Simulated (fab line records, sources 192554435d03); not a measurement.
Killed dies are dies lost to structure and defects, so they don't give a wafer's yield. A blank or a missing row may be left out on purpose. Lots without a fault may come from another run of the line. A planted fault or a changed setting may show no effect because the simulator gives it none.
Split-lot experiment | flow n5_finfet | 7 lots, 39 wafers read, on a route of 1938 steps

THE SPLIT
At N5_ZERO_LAYER_PECVD_02 (deposits SiO2 from SiH4/N2O, target thk 10 nm, time 6 s), the setting time_s was moved away from the recipe's 6 s on 12 of the 39 wafers read, by -45.8% to +38.6%. The other wafers ran this setting at the recipe's value.

The reading is taken at the split's own step.

THE READING
SiO2_of_ZERO_LAYER_PECVD_02.thk_nm (the simulator's own value, which no gauge read), in nm, at N5_ZERO_LAYER_PECVD_02 (deposits SiO2 from SiH4/N2O, target thk 10 nm, time 6 s). The file gives no usual value for it. The 27 wafers here that ran the recipe average 9.998 nm, standard deviation 0.17 nm.

wafer  | tool, chamber at the split | time_s as run, s | against the recipe | SiO2_of_ZERO_LAYER_PECVD_02.thk_nm, nm | against lot-mates on the recipe
L075.1 | pecvd-01, 1                | 6                | recipe             | 9.872                                  | -
L075.2 | pecvd-01, 0                | 6                | recipe             | 9.712                                  | -
L075.3 | pecvd-01, 2                | 3.251            | -45.8%             | 5.11                                   | -4.731
L075.4 | pecvd-01, 2                | 6                | recipe             | 9.939                                  | -
L075.5 | pecvd-01, 0                | 3.251            | -45.8%             | 5.324                                  | -4.517
L075.6 | pecvd-01, 1                | 3.251            | -45.8%             | 5.373                                  | -4.468
L076.1 | pecvd-03, 2                | 6                | recipe             | 10.03                                  | -
L076.2 | pecvd-03, 0                | 6                | recipe             | 9.983                                  | -
L076.3 | pecvd-03, 0                | 6                | recipe             | 10.24                                  | -
L076.4 | pecvd-03, 2                | 6                | recipe             | 10.19                                  | -
L076.5 | pecvd-03, 2                | 6                | recipe             | 10.34                                  | -
L076.6 | pecvd-03, 0                | 6                | recipe             | 9.914                                  | -
L083.1 | pecvd-03, 0                | 6                | recipe             | 9.913                                  | -
L083.2 | pecvd-03, 1                | 6                | recipe             | 9.94                                   | -
L083.3 | pecvd-03, 2                | 6                | recipe             | 9.99                                   | -
L083.4 | pecvd-03, 2                | 6                | recipe             | 10.13                                  | -
L083.5 | pecvd-03, 1                | 6                | recipe             | 10.1                                   | -
L083.6 | pecvd-03, 0                | 6                | recipe             | 10.2                                   | -
L088.1 | pecvd-04, 0                | 6                | recipe             | 9.661                                  | -
L088.2 | pecvd-04, 1                | 6                | recipe             | 9.743                                  | -
L088.3 | pecvd-04, 2                | 7.207            | +20.1%             | 11.79                                  | +2.045
L088.4 | pecvd-04, 1                | 6                | recipe             | 9.832                                  | -
L088.5 | pecvd-04, 2                | 7.207            | +20.1%             | 11.87                                  | +2.125
L088.6 | pecvd-04, 0                | 7.207            | +20.1%             | 11.89                                  | +2.145
L090.1 | pecvd-04, 0                | 6                | recipe             | 9.972                                  | -
L090.2 | pecvd-04, 2                | 8.313            | +38.6%             | 13.87                                  | +3.729
L090.3 | pecvd-04, 1                | 8.313            | +38.6%             | 13.8                                   | +3.659
L090.4 | pecvd-04, 0                | 8.313            | +38.6%             | 14                                     | +3.859
L090.5 | pecvd-04, 1                | 6                | recipe             | 10.19                                  | -
L090.6 | pecvd-04, 2                | 6                | recipe             | 10.26                                  | -
L094.1 | pecvd-01, 1                | 6                | recipe             | 9.966                                  | -
L094.5 | pecvd-01, 1                | 6                | recipe             | 10.1                                   | -
L094.6 | pecvd-01, 0                | 6                | recipe             | 10.04                                  | -
L097.1 | pecvd-04, 1                | 6                | recipe             | 9.784                                  | -
L097.2 | pecvd-04, 2                | 6                | recipe             | 9.822                                  | -
L097.3 | pecvd-04, 0                | 8.057            | +34.3%             | 13.18                                  | +3.281
L097.4 | pecvd-04, 0                | 8.057            | +34.3%             | 13.44                                  | +3.541
L097.5 | pecvd-04, 2                | 8.057            | +34.3%             | 13.38                                  | +3.481
L097.6 | pecvd-04, 1                | 6                | recipe             | 10.09                                  | -

THE FIT
A straight line over all 39 wafers: SiO2_of_ZERO_LAYER_PECVD_02.thk_nm changes by +0.101 nm for each +1% of time_s; r = +1.00; the points scatter about the line by 0.17 nm.
The same after taking each lot's own level away (the mean of its wafers on the recipe; 39 wafers): +0.0995 nm for each +1%; r = +1.00; scatter 0.12 nm.
On that fit, the largest move of time_s shifts the reading by 4.6 nm.
The lots' own levels span 9.7453 to 10.1407 nm, that is 2.3 times the standard deviation above.
So the lot-to-lot level changes the slope little: the two slopes agree.
Check: with one of the wafers moved furthest among these (-45.8%) left out of the fit, the line predicts -4.52 nm for it against its lot-mates. It came out at -4.73 nm against them.

THE FILE'S OWN FIT
SiO2_of_ZERO_LAYER_PECVD_02.thk_nm changes by +0.0995 nm for each +1% of time_s, r = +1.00.
